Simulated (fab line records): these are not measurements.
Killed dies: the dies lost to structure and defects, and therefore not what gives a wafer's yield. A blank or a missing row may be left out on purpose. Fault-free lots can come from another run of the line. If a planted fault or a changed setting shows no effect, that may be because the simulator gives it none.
The tool behind it: which one? || flow n5Finfet || 26 wafers from 9 lots sampled at 6 of the route's 1938 steps

WHAT THE GAUGES SHOWED, per wafer
N5_BEOL_M2_CD_MEAS_11: target cd 16.79 nm. Usual: cdNm 16.86 nm, standard deviation 0.25.
{"lot": "L623", "measured": "day 6 20:36", "on": "cdSem-02", "cdNm (nm)": "16.92 16.86 16.68", "flag": ""}
{"lot": "L631", "measured": "day 8 22:52", "on": "cdSem-02", "cdNm (nm)": "17.17 17.35", "flag": ""}
{"lot": "L633", "measured": "day 9 06:02", "on": "cdSem-02", "cdNm (nm)": "16.98 16.92 16.73", "flag": ""}
{"lot": "L632", "measured": "day 9 06:13", "on": "cdSem-02", "cdNm (nm)": "16.92 16.89 16.55", "flag": ""}
{"lot": "L634", "measured": "day 9 14:34", "on": "cdSem-01", "cdNm (nm)": "17.02 16.86 16.99", "flag": ""}
{"lot": "L637", "measured": "day 10 16:08", "on": "cdSem-02", "cdNm (nm)": "16.53 16.08 17.07", "flag": ""}
{"lot": "L640", "measured": "day 10 20:50", "on": "cdSem-01", "cdNm (nm)": "17.07 16.56 17.11", "flag": ""}
{"lot": "L641", "measured": "day 11 03:05", "on": "cdSem-01", "cdNm (nm)": "16.98 16.80 16.69", "flag": ""}
{"lot": "L644", "measured": "day 12 03:13", "on": "cdSem-02", "cdNm (nm)": "16.99 17.23 17.28", "flag": ""}

N5_BEOL_M2_OVL_MEAS_12. Usual: for M2_OVL the level is -0.6 nm and the standard deviation is 0.56.
{"lot": "L623", "measured": "day 6 20:38", "on": "overlay-02", "M2_OVL (nm)": "-0.2 -0.8 -1.4", "flag": ""}
{"lot": "L631", "measured": "day 8 22:54", "on": "overlay-01", "M2_OVL (nm)": "-0.8 -1.3", "flag": ""}
{"lot": "L633", "measured": "day 9 06:04", "on": "overlay-02", "M2_OVL (nm)": "-0.4 -1.4 -0.9", "flag": ""}
{"lot": "L632", "measured": "day 9 06:15", "on": "overlay-02", "M2_OVL (nm)": "-0.2 -1.0 -0.9", "flag": ""}
{"lot": "L634", "measured": "day 9 14:36", "on": "overlay-01", "M2_OVL (nm)": "0.3 -0.3 -0.5", "flag": ""}
{"lot": "L637", "measured": "day 10 16:10", "on": "overlay-02", "M2_OVL (nm)": "-0.8 -1.2 -0.9", "flag": ""}
{"lot": "L640", "measured": "day 10 20:52", "on": "overlay-01", "M2_OVL (nm)": "-0.4 0.2 0.0", "flag": ""}
{"lot": "L641", "measured": "day 11 03:07", "on": "overlay-01", "M2_OVL (nm)": "-0.5 0.3 0.0", "flag": ""}
{"lot": "L644", "measured": "day 12 03:14", "on": "overlay-02", "M2_OVL (nm)": "-1.3 -0.3 -1.3", "flag": ""}

N5_BEOL_M2_INSPECT_30: inspects for defects (brightfield). Usual: rawDefectCount 430, standard deviation 91.
{"lot": "L623", "measured": "day 6 21:42", "on": "defectInspect-02", "rawDefectCount": "388 381 354", "flag": ""}
{"lot": "L631", "measured": "day 9 00:12", "on": "defectInspect-02", "rawDefectCount": "423 449", "flag": ""}
{"lot": "L633", "measured": "day 9 07:10", "on": "defectInspect-01", "rawDefectCount": "466 430 465", "flag": ""}
{"lot": "L632", "measured": "day 9 07:13", "on": "defectInspect-02", "rawDefectCount": "496 386 359", "flag": ""}
{"lot": "L634", "measured": "day 9 15:40", "on": "defectInspect-01", "rawDefectCount": "273 343 282", "flag": ""}
{"lot": "L637", "measured": "day 10 17:20", "on": "defectInspect-01", "rawDefectCount": "446 446 515", "flag": ""}
{"lot": "L640", "measured": "day 10 21:55", "on": "defectInspect-02", "rawDefectCount": "420 465 1085", "flag": ""}
{"lot": "L641", "measured": "day 11 04:02", "on": "defectInspect-01", "rawDefectCount": "1240 440 400", "flag": ""}
{"lot": "L644", "measured": "day 12 04:19", "on": "defectInspect-01", "rawDefectCount": "505 469 442", "flag": ""}

N5_BEOL_M4_RC_MEAS_101. Usual: DIBL_N 35.3 mV/V, standard deviation 1.8; DIBL_P 35.2 mV/V, standard deviation 2.2; IOFF_N 0.144 nA/um, standard deviation 0.029; IOFF_P 0.19 nA/um, standard deviation 0.031; ION_N 670 uA/um, standard deviation 12; ION_P 460 uA/um, standard deviation 7.6; SS_N 71.2 mV/dec, standard deviation 0.62; SS_P 73.0 mV/dec, standard deviation 0.69; VT_N 251 mV, standard deviation 3.4; VT_P -251.4 mV, standard deviation 2.6.
{"lot": "L623", "measured": "day 9 00:25", "on": "prober-02", "DIBL_N (mV/V)": "33.2 33.8 34.2", "DIBL_P (mV/V)": "33.2 34.6 34.7", "IOFF_N (nA/um)": "0.121 0.138 0.134", "IOFF_P (nA/um)": "0.16 0.19 0.19", "ION_N (uA/um)": "657 688 659", "ION_P (uA/um)": "446 471 456", "SS_N (mV/dec)": "70.9 70.9 70.6", "SS_P (mV/dec)": "72.7 72.6 73.1", "VT_N (mV)": "254 250 251", "VT_P (mV)": "-255.4 -251.3 -249.5", "flag": ""}
{"lot": "L631", "measured": "day 11 00:54", "on": "prober-02", "DIBL_N (mV/V)": "37.6 37.7", "DIBL_P (mV/V)": "38.0 38.2", "IOFF_N (nA/um)": "0.183 0.181", "IOFF_P (nA/um)": "0.24 0.24", "ION_N (uA/um)": "682 683", "ION_P (uA/um)": "463 464", "SS_N (mV/dec)": "71.2 71.9", "SS_P (mV/dec)": "73.8 74.0", "VT_N (mV)": "248 245", "VT_P (mV)": "-247.8 -249.2", "flag": ""}
{"lot": "L633", "measured": "day 11 05:44", "on": "prober-02", "DIBL_N (mV/V)": "36.4 37.2 35.8", "DIBL_P (mV/V)": "34.6 36.3 34.6", "IOFF_N (nA/um)": "0.139 0.151 0.131", "IOFF_P (nA/um)": "0.20 0.22 0.19", "ION_N (uA/um)": "660 668 674", "ION_P (uA/um)": "456 464 464", "SS_N (mV/dec)": "70.8 71.5 71.6", "SS_P (mV/dec)": "72.9 73.7 72.4", "VT_N (mV)": "252 251 252", "VT_P (mV)": "-251.3 -249.3 -250.5", "flag": ""}
{"lot": "L632", "measured": "day 11 05:33", "on": "prober-01", "DIBL_N (mV/V)": "34.7 34.1 33.8", "DIBL_P (mV/V)": "33.6 32.5 33.2", "IOFF_N (nA/um)": "0.141 0.115 0.123", "IOFF_P (nA/um)": "0.17 0.15 0.15", "ION_N (uA/um)": "678 661 680", "ION_P (uA/um)": "466 458 466", "SS_N (mV/dec)": "70.9 70.4 70.3", "SS_P (mV/dec)": "72.3 71.8 72.3", "VT_N (mV)": "249 253 252", "VT_P (mV)": "-251.2 -253.0 -252.5", "flag": ""}
{"lot": "L634", "measured": "day 12 01:58", "on": "prober-02", "DIBL_N (mV/V)": "34.2 34.5 33.9", "DIBL_P (mV/V)": "32.6 33.0 33.0", "IOFF_N (nA/um)": "0.123 0.135 0.123", "IOFF_P (nA/um)": "0.18 0.18 0.18", "ION_N (uA/um)": "656 654 656", "ION_P (uA/um)": "451 447 451", "SS_N (mV/dec)": "71.4 71.1 71.0", "SS_P (mV/dec)": "72.7 73.1 72.3", "VT_N (mV)": "254 252 255", "VT_P (mV)": "-250.7 -251.3 -251.9", "flag": ""}
{"lot": "L637", "measured": "day 12 16:12", "on": "prober-02", "DIBL_N (mV/V)": "36.3 37.0 35.9", "DIBL_P (mV/V)": "37.2 37.8 36.7", "IOFF_N (nA/um)": "0.165 0.197 0.163", "IOFF_P (nA/um)": "0.22 0.23 0.21", "ION_N (uA/um)": "667 681 681", "ION_P (uA/um)": "458 462 460", "SS_N (mV/dec)": "71.3 71.4 71.2", "SS_P (mV/dec)": "73.8 73.9 74.2", "VT_N (mV)": "249 245 250", "VT_P (mV)": "-248.6 -246.4 -248.7", "flag": ""}
{"lot": "L640", "measured": "day 13 18:06", "on": "prober-01", "DIBL_N (mV/V)": "36.0 35.0 32.7", "DIBL_P (mV/V)": "34.9 34.2 31.9", "IOFF_N (nA/um)": "0.143 0.130 0.108", "IOFF_P (nA/um)": "0.19 0.18 0.16", "ION_N (uA/um)": "659 673 665", "ION_P (uA/um)": "456 465 468", "SS_N (mV/dec)": "71.5 70.1 70.4", "SS_P (mV/dec)": "72.6 72.3 72.3", "VT_N (mV)": "254 251 252", "VT_P (mV)": "-249.3 -252.6 -250.9", "flag": ""}
{"lot": "L641", "measured": "day 14 03:51", "on": "prober-01", "DIBL_N (mV/V)": "35.2 36.2 37.1", "DIBL_P (mV/V)": "35.2 36.5 38.4", "IOFF_N (nA/um)": "0.151 0.167 0.194", "IOFF_P (nA/um)": "0.20 0.22 0.26", "ION_N (uA/um)": "655 669 677", "ION_P (uA/um)": "453 463 463", "SS_N (mV/dec)": "72.2 72.6 71.3", "SS_P (mV/dec)": "73.2 73.1 73.8", "VT_N (mV)": "251 248 246", "VT_P (mV)": "-252.5 -248.8 -247.0", "flag": ""}
{"lot": "L644", "measured": "day 14 12:19", "on": "prober-01", "DIBL_N (mV/V)": "35.8 37.0 33.9", "DIBL_P (mV/V)": "35.3 37.5 33.2", "IOFF_N (nA/um)": "0.138 0.159 0.114", "IOFF_P (nA/um)": "0.20 0.23 0.16", "ION_N (uA/um)": "668 661 651", "ION_P (uA/um)": "456 460 450", "SS_N (mV/dec)": "71.2 71.6 70.2", "SS_P (mV/dec)": "73.1 72.8 72.4", "VT_N (mV)": "250 250 254", "VT_P (mV)": "-249.3 -248.0 -253.4", "flag": ""}

WHICH TOOL RAN EACH LOT (tool, then ch and the chambers of the sampled wafers, then the start)
{"lot": "L623", "N5_BEOL_M2_ETCH_74": "rieDiel-04 ch 0,2,3, day 6 20:46", "N5_BEOL_M2_STRIP_19": "rieDiel-03 ch 0,2,3, day 6 21:06"}
{"lot": "L631", "N5_BEOL_M2_ETCH_74": "rieDiel-04 ch 2, day 8 23:14", "N5_BEOL_M2_STRIP_19": "rieDiel-05 ch 0,1, day 8 23:36"}
{"lot": "L633", "N5_BEOL_M2_ETCH_74": "rieDiel-03 ch 0,1, day 9 06:12", "N5_BEOL_M2_STRIP_19": "rieDiel-05 ch 2,3, day 9 06:34"}
{"lot": "L632", "N5_BEOL_M2_ETCH_74": "rieDiel-05 ch 0,3, day 9 06:22", "N5_BEOL_M2_STRIP_19": "rieDiel-03 ch 0,1, day 9 06:41"}
{"lot": "L634", "N5_BEOL_M2_ETCH_74": "rieDiel-04 ch 0,2,3, day 9 14:44", "N5_BEOL_M2_STRIP_19": "rieDiel-04 ch 0,1,2, day 9 15:04"}
{"lot": "L637", "N5_BEOL_M2_ETCH_74": "rieDiel-03 ch 0,1,3, day 10 16:21", "N5_BEOL_M2_STRIP_19": "rieDiel-03 ch 0,1,2, day 10 16:44"}
{"lot": "L640", "N5_BEOL_M2_ETCH_74": "rieDiel-04 ch 0,1,2, day 10 20:59", "N5_BEOL_M2_STRIP_19": "rieDiel-05 ch 1,2,3, day 10 21:19"}
{"lot": "L641", "N5_BEOL_M2_ETCH_74": "rieDiel-04 ch 0,1, day 11 03:14", "N5_BEOL_M2_STRIP_19": "rieDiel-03 ch 0,1,2, day 11 03:34"}
{"lot": "L644", "N5_BEOL_M2_ETCH_74": "rieDiel-05 ch 0,2,3, day 12 03:23", "N5_BEOL_M2_STRIP_19": "rieDiel-04 ch 0,1,3, day 12 03:43"}
- N5_BEOL_M2_ETCH_74: etches underlayer in N2/H2, target depth 6.5 nm, time 5.2 s.
- N5_BEOL_M2_STRIP_19: strips in O2.

AS READ BY THE TOOLS THEMSELVES (means over the sampled wafers that have a number; for cases with no such wafer, the mark the record gives instead)
N5_BEOL_M2_ETCH_74. Usual: for chamberPressureMTorr, 30.00 mTorr with a standard deviation of 0.042; for drypumpMotorCurrentA, 5.8 A with a standard deviation of 0.39; for etchRfOnTimeS, 5.13 s with a standard deviation of 0.13; for oesProductAu, 0.71 a.u. with a standard deviation of 0.08; for rfVppV, 524 V with a standard deviation of 3.5; for showerheadPlenumPTorr, 2.53 Torr with a standard deviation of 0.11; for throttleValvePct, 17.98 % with a standard deviation of 0.24.
{"lot": "L623", "tool": "rieDiel-04", "chamberPressureMTorr (mTorr)": 30.01, "drypumpMotorCurrentA (A)": 6.2, "etchRfOnTimeS (s)": 5.14, "oesProductAu (a.u.)": 0.72, "rfVppV (V)": 525, "showerheadPlenumPTorr (Torr)": 2.57, "throttleValvePct (%)": 18.10, "flag": ""}
{"lot": "L631", "tool": "rieDiel-04", "chamberPressureMTorr (mTorr)": 30.01, "drypumpMotorCurrentA (A)": 6.0, "etchRfOnTimeS (s)": 5.14, "oesProductAu (a.u.)": 0.75, "rfVppV (V)": 524, "showerheadPlenumPTorr (Torr)": 2.48, "throttleValvePct (%)": 17.84, "flag": ""}
{"lot": "L633", "tool": "rieDiel-03", "chamberPressureMTorr (mTorr)": 30.01, "drypumpMotorCurrentA (A)": 5.7, "etchRfOnTimeS (s)": 5.20, "oesProductAu (a.u.)": 0.71, "rfVppV (V)": 520, "showerheadPlenumPTorr (Torr)": 2.43, "throttleValvePct (%)": 17.92, "flag": ""}
{"lot": "L632", "tool": "rieDiel-05", "chamberPressureMTorr (mTorr)": 30.03, "drypumpMotorCurrentA (A)": 5.1, "etchRfOnTimeS (s)": 5.21, "oesProductAu (a.u.)": 0.69, "rfVppV (V)": 526, "showerheadPlenumPTorr (Torr)": 2.63, "throttleValvePct (%)": 18.02, "flag": ""}
{"lot": "L634", "tool": "rieDiel-04", "chamberPressureMTorr (mTorr)": 29.98, "drypumpMotorCurrentA (A)": 6.2, "etchRfOnTimeS (s)": 5.20, "oesProductAu (a.u.)": 0.68, "rfVppV (V)": 526, "showerheadPlenumPTorr (Torr)": 2.56, "throttleValvePct (%)": 18.13, "flag": ""}
{"lot": "L637", "tool": "rieDiel-03", "chamberPressureMTorr (mTorr)": 30.00, "drypumpMotorCurrentA (A)": 5.7, "etchRfOnTimeS (s)": 5.17, "oesProductAu (a.u.)": 0.74, "rfVppV (V)": 524, "showerheadPlenumPTorr (Torr)": 2.51, "throttleValvePct (%)": 17.75, "flag": ""}
{"lot": "L640", "tool": "rieDiel-04", "chamberPressureMTorr (mTorr)": 29.95, "drypumpMotorCurrentA (A)": 6.0, "etchRfOnTimeS (s)": 5.07, "oesProductAu (a.u.)": 0.74, "rfVppV (V)": 525, "showerheadPlenumPTorr (Torr)": 2.55, "throttleValvePct (%)": 17.92, "flag": ""}
{"lot": "L641", "tool": "rieDiel-04", "chamberPressureMTorr (mTorr)": 29.97, "drypumpMotorCurrentA (A)": 6.1, "etchRfOnTimeS (s)": 5.04, "oesProductAu (a.u.)": 0.75, "rfVppV (V)": 526, "showerheadPlenumPTorr (Torr)": 2.63, "throttleValvePct (%)": 18.01, "flag": ""}
{"lot": "L644", "tool": "rieDiel-05", "chamberPressureMTorr (mTorr)": 29.97, "drypumpMotorCurrentA (A)": 5.4, "etchRfOnTimeS (s)": 5.11, "oesProductAu (a.u.)": 0.72, "rfVppV (V)": 523, "showerheadPlenumPTorr (Torr)": 2.51, "throttleValvePct (%)": 17.98, "flag": ""}

N5_BEOL_M2_STRIP_19. Usual: chamberPressureMTorr 30.004 mTorr, standard deviation 0.028; drypumpMotorCurrentA 5.8 A, standard deviation 0.37; o2FlowSccm 225.0 sccm, standard deviation 0.64; oesProductAu 0.81 a.u., standard deviation 0.097; rfVppV 3.7 V, standard deviation 0.44; showerheadPlenumPTorr 2.09 Torr, standard deviation 0.1; tempC 40.00 C, standard deviation 0.12; throttleValvePct 16.75 %, standard deviation 0.23.
{"lot": "L623", "tool": "rieDiel-03", "chamberPressureMTorr (mTorr)": 29.988, "drypumpMotorCurrentA (A)": 5.6, "o2FlowSccm (sccm)": 224.8, "oesProductAu (a.u.)": 0.72, "rfVppV (V)": 3.4, "showerheadPlenumPTorr (Torr)": 2.07, "tempC (C)": 40.01, "throttleValvePct (%)": 16.79, "flag": ""}
{"lot": "L631", "tool": "rieDiel-05", "chamberPressureMTorr (mTorr)": 29.995, "drypumpMotorCurrentA (A)": 5.5, "o2FlowSccm (sccm)": 224.9, "oesProductAu (a.u.)": 0.78, "rfVppV (V)": 4.0, "showerheadPlenumPTorr (Torr)": 2.12, "tempC (C)": 40.12, "throttleValvePct (%)": 17.02, "flag": ""}
{"lot": "L633", "tool": "rieDiel-05", "chamberPressureMTorr (mTorr)": 30.001, "drypumpMotorCurrentA (A)": 5.2, "o2FlowSccm (sccm)": 224.8, "oesProductAu (a.u.)": 0.82, "rfVppV (V)": 4.0, "showerheadPlenumPTorr (Torr)": 2.12, "tempC (C)": 40.04, "throttleValvePct (%)": 16.69, "flag": ""}
{"lot": "L632", "tool": "rieDiel-03", "chamberPressureMTorr (mTorr)": 29.996, "drypumpMotorCurrentA (A)": 5.7, "o2FlowSccm (sccm)": 224.6, "oesProductAu (a.u.)": 0.82, "rfVppV (V)": 3.5, "showerheadPlenumPTorr (Torr)": 1.99, "tempC (C)": 39.98, "throttleValvePct (%)": 16.65, "flag": ""}
{"lot": "L634", "tool": "rieDiel-04", "chamberPressureMTorr (mTorr)": 30.023, "drypumpMotorCurrentA (A)": 6.0, "o2FlowSccm (sccm)": 224.9, "oesProductAu (a.u.)": 0.88, "rfVppV (V)": 3.6, "showerheadPlenumPTorr (Torr)": 2.10, "tempC (C)": 39.96, "throttleValvePct (%)": 16.62, "flag": ""}
{"lot": "L637", "tool": "rieDiel-03", "chamberPressureMTorr (mTorr)": 29.996, "drypumpMotorCurrentA (A)": 5.7, "o2FlowSccm (sccm)": 224.9, "oesProductAu (a.u.)": 0.79, "rfVppV (V)": 3.7, "showerheadPlenumPTorr (Torr)": 2.05, "tempC (C)": 40.05, "throttleValvePct (%)": 16.64, "flag": ""}
{"lot": "L640", "tool": "rieDiel-05", "chamberPressureMTorr (mTorr)": 29.996, "drypumpMotorCurrentA (A)": 5.4, "o2FlowSccm (sccm)": 225.7, "oesProductAu (a.u.)": 0.81, "rfVppV (V)": 3.8, "showerheadPlenumPTorr (Torr)": 2.09, "tempC (C)": 39.97, "throttleValvePct (%)": 16.82, "flag": ""}
{"lot": "L641", "tool": "rieDiel-03", "chamberPressureMTorr (mTorr)": 30.012, "drypumpMotorCurrentA (A)": 5.7, "o2FlowSccm (sccm)": 224.9, "oesProductAu (a.u.)": 0.78, "rfVppV (V)": 3.4, "showerheadPlenumPTorr (Torr)": 2.05, "tempC (C)": 39.94, "throttleValvePct (%)": 16.66, "flag": ""}
{"lot": "L644", "tool": "rieDiel-04", "chamberPressureMTorr (mTorr)": 29.994, "drypumpMotorCurrentA (A)": 6.2, "o2FlowSccm (sccm)": 224.9, "oesProductAu (a.u.)": 0.90, "rfVppV (V)": 3.8, "showerheadPlenumPTorr (Torr)": 2.10, "tempC (C)": 39.92, "throttleValvePct (%)": 16.68, "flag": ""}

THE ANSWER, worked out from the rows above alone
Rule: a lot counts as off when the mean over its wafers that have a number is more than 3 standard deviations away from the usual mean. Also off: a lot with no number at a reading for which 4 or more lots have one. Where the step has rows for the other lots, those lots are counted as sound. After the gauges, taken in route order, come the tools' own readings; for these a lot's mean is taken, as printed above. The first step at which some lot is off is used, and at that step the reading that is off furthest; a lot without a number counts as furthest.
Nothing can be told from this: no lot is off at any reading shown.

WHAT THE SIMULATOR HAD INSERTED
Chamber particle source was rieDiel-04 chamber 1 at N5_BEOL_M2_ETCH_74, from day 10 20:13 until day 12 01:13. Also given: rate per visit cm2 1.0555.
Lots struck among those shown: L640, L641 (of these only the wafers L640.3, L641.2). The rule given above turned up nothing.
